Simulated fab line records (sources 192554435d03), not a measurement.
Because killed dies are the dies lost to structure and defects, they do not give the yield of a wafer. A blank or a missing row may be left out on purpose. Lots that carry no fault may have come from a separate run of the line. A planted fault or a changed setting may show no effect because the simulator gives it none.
Matching of chambers || flow n5_finfet || N5_BEOL_M3_STRIP_66 on rie_diel-06: 4 sister chambers
The step strips in CF4. 8 wafers are shown with their chamber, then 10 later ones without.

## EACH WAFER AND ITS CHAMBER
{"wafer": "L084.3", "chamber": 2, "drypump_motor_current_A (A)": 6.2, "showerhead_plenum_p_Torr (Torr)": 1.74}
{"wafer": "L084.4", "chamber": 1, "drypump_motor_current_A (A)": 5.4, "showerhead_plenum_p_Torr (Torr)": 1.81}
{"wafer": "L084.6", "chamber": 3, "drypump_motor_current_A (A)": 5.2, "showerhead_plenum_p_Torr (Torr)": 1.71}
{"wafer": "L085.1", "chamber": 2, "drypump_motor_current_A (A)": 6.2, "showerhead_plenum_p_Torr (Torr)": 1.74}
{"wafer": "L085.3", "chamber": 0, "drypump_motor_current_A (A)": 5.9, "showerhead_plenum_p_Torr (Torr)": 1.85}
{"wafer": "L085.5", "chamber": 1, "drypump_motor_current_A (A)": 5.5, "showerhead_plenum_p_Torr (Torr)": 1.80}
{"wafer": "L088.1", "chamber": 0, "drypump_motor_current_A (A)": 5.9, "showerhead_plenum_p_Torr (Torr)": 1.85}
{"wafer": "L088.2", "chamber": 3, "drypump_motor_current_A (A)": 5.2, "showerhead_plenum_p_Torr (Torr)": 1.71}

## WAFERS MISSING THEIR CHAMBER
{"wafer": "L088.5", "drypump_motor_current_A (A)": 5.4, "showerhead_plenum_p_Torr (Torr)": 1.80}
{"wafer": "L091.2", "drypump_motor_current_A (A)": 6.2, "showerhead_plenum_p_Torr (Torr)": 1.74}
{"wafer": "L091.3", "drypump_motor_current_A (A)": 5.9, "showerhead_plenum_p_Torr (Torr)": 1.85}
{"wafer": "L091.5", "drypump_motor_current_A (A)": 6.2, "showerhead_plenum_p_Torr (Torr)": 1.74}
{"wafer": "L092.1", "drypump_motor_current_A (A)": 5.2, "showerhead_plenum_p_Torr (Torr)": 1.71}
{"wafer": "L092.4", "drypump_motor_current_A (A)": 5.4, "showerhead_plenum_p_Torr (Torr)": 1.80}
{"wafer": "L092.6", "drypump_motor_current_A (A)": 5.4, "showerhead_plenum_p_Torr (Torr)": 1.80}
{"wafer": "L097.3", "drypump_motor_current_A (A)": 5.4, "showerhead_plenum_p_Torr (Torr)": 1.80}
{"wafer": "L097.4", "drypump_motor_current_A (A)": 5.9, "showerhead_plenum_p_Torr (Torr)": 1.84}
{"wafer": "L097.6", "drypump_motor_current_A (A)": 5.9, "showerhead_plenum_p_Torr (Torr)": 1.84}

## WHICH CHAMBER EACH WENT THROUGH
{"wafer": "L088.5", "from the rows above": 1, "in truth": 1}
{"wafer": "L091.2", "from the rows above": 2, "in truth": 2}
{"wafer": "L091.3", "from the rows above": 0, "in truth": 0}
{"wafer": "L091.5", "from the rows above": 2, "in truth": 2}
{"wafer": "L092.1", "from the rows above": 3, "in truth": 3}
{"wafer": "L092.4", "from the rows above": 1, "in truth": 1}
{"wafer": "L092.6", "from the rows above": 1, "in truth": 1}
{"wafer": "L097.3", "from the rows above": 1, "in truth": 1}
{"wafer": "L097.4", "from the rows above": 0, "in truth": 0}
{"wafer": "L097.6", "from the rows above": 0, "in truth": 0}
Correctly placed: 10 of 10. Number that these rows cannot place: 0. Placed wrongly: 0.
How it was worked out, from the rows above alone: a wafer's distance from a chamber is the root of the sum, over the readings, of the square of ((its reading less the chamber's mean) divided by the reading's scatter). The wafer belongs to the nearest chamber; if the next one is less than 2 further off, it can't be placed. For every chamber, the mean is computed from those of its wafers that are shown. The scatter: the root of (the sum of the squares of (reading less its chamber's mean) over the shown wafers, divided by (wafers less chambers)).
